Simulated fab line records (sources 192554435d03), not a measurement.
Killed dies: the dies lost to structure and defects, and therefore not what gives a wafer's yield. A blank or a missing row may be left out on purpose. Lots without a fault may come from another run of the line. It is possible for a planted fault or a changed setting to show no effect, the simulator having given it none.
Split-lot experiment	flow n5 finfet	21 wafers read across 7 lots, on a route 1938 steps long

SPLIT DETAILS
At N5_BEOL_M10_ILD_DEP_00 (deposits SiCOH lowk from DEMS/porogen, target thk 308.51 nm, time 58 s), the setting time s was moved away from the recipe's 58 s on 9 of the 21 wafers read, by -8.7% to +11.7%. For the rest of the wafers, this setting stayed at what the recipe calls for.

BETWEEN THE SPLIT AND THE READING: the file shows 1 step in between
- N5_BEOL_M10_CURE_71: cures SiCOH lowk, time 240 s

THE READING
At N5_BEOL_M10_THK_MEAS_01: M10_ILD_THK, given in nm. Fault-free wafers of this fab line usually give 269 nm, standard deviation 3.9 nm.

wafer	tool, chamber at the split	time s as run, s	against the recipe	M10_ILD_THK, nm	against lot-mates on the recipe
L076.1	pecvd-04, 2	64.66	+11.5%	301	no lot-mate on the recipe
L076.5	pecvd-04, 0,1	64.66	+11.5%	306	no lot-mate on the recipe
L076.6	pecvd-04, 0,1	64.66	+11.5%	306	no lot-mate on the recipe
L074.1	pecvd-01, 1	58	recipe	264	-
L074.5	pecvd-01, 0	58	recipe	266	-
L074.6	pecvd-01, 1	58	recipe	268	-
L084.1	pecvd-01, 1	58	recipe	268	-
L084.3	pecvd-01, 1	58	recipe	270	-
L084.6	pecvd-01, 0	58	recipe	266	-
L085.1	pecvd-01, 2	64.81	+11.7%	299	+32
L085.5	pecvd-01, 0	58	recipe	267	-
L085.6	pecvd-01, 2	64.81	+11.7%	303	+36
L087.1	pecvd-01, 0	54.03	-6.8%	247	-26
L087.2	pecvd-01, 1	54.03	-6.8%	250	-23
L087.3	pecvd-01, 1	58	recipe	273	-
L089.4	pecvd-04, 0	52.98	-8.7%	248	-23
L089.5	pecvd-04, 1	52.98	-8.7%	245	-26
L089.6	pecvd-04, 2	58	recipe	271	-
L094.2	pecvd-01, 1	58	recipe	267	-
L094.5	pecvd-01, 0	58	recipe	270	-
L094.6	pecvd-01, 1	58	recipe	275	-
If several chambers appear in one row, that row covers several wafers at once and the file leaves open which wafer was in which chamber.

THE FIT
A straight line over all 21 wafers: M10_ILD_THK changes by +2.88 nm for each +1% of time s; r = +0.99; the points scatter about the line by 3.1 nm.
The same after taking each lot's own level away (the mean of its wafers on the recipe; 18 wafers): +2.99 nm for each +1%; r = +0.99; scatter 2.5 nm.
That fit puts the effect of the largest move of time s on the reading at 35 nm.
The lots' own levels span 266.0 to 273.0 nm, that is 1.8 times the standard deviation above.
So the lot-to-lot level changes the slope little: the two slopes agree.
Check: +36.2 nm against its lot-mates is what the line predicts for one of the wafers moved furthest among these (+11.7%) when that wafer is left out of the fit. Against them it came out at +32 nm.

THE OTHER SPLITS THESE WAFERS WENT THROUGH
Other splits were also applied to these wafers ahead of the reading. Each is held against what the fit with the lots' levels taken away leaves over:
other split on the same wafers	wafers away from the commonest value	r with M10_ILD_THK (lot level and that fit taken away)
N5_BEOL_M8_HM_DEP_02 target thk a	5	-0.09
N5_BEOL_M8_ETCH_66 source w	5	+0.25
N5_BEOL_M8_TRENCH_ETCH_37 bias w	7	-0.09
N5_BEOL_M9_CMP_52 down force psi	9	-0.16

THE WHOLE CHAIN: every reading that the file lists as answering this split, in the file's order
step	what it does	reading	change (the file's fit)	r (the file's)
N5_BEOL_M10_ILD_DEP_00	deposits SiCOH lowk from DEMS/porogen, target thk 308.51 nm, time 58 s	SiCOH_lowk_of_BEOL_M10_ILD_DEP_00.thk nm (the simulator's own value, which no gauge read)	+3.41 nm for each +1% of the setting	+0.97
N5_BEOL_M10_CURE_71	cures SiCOH lowk, time 240 s	SiCOH_lowk_of_BEOL_M10_ILD_DEP_00.thk nm (the simulator's own value, which no gauge read)	+3.01 nm for each +1% of the setting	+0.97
N5_BEOL_M10_THK_MEAS_01		M10_ILD_THK	+3.01 for each +1% of the setting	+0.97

FILE'S OWN FIT
M10_ILD_THK changes by +3.01 nm for each +1% of time s, r = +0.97.
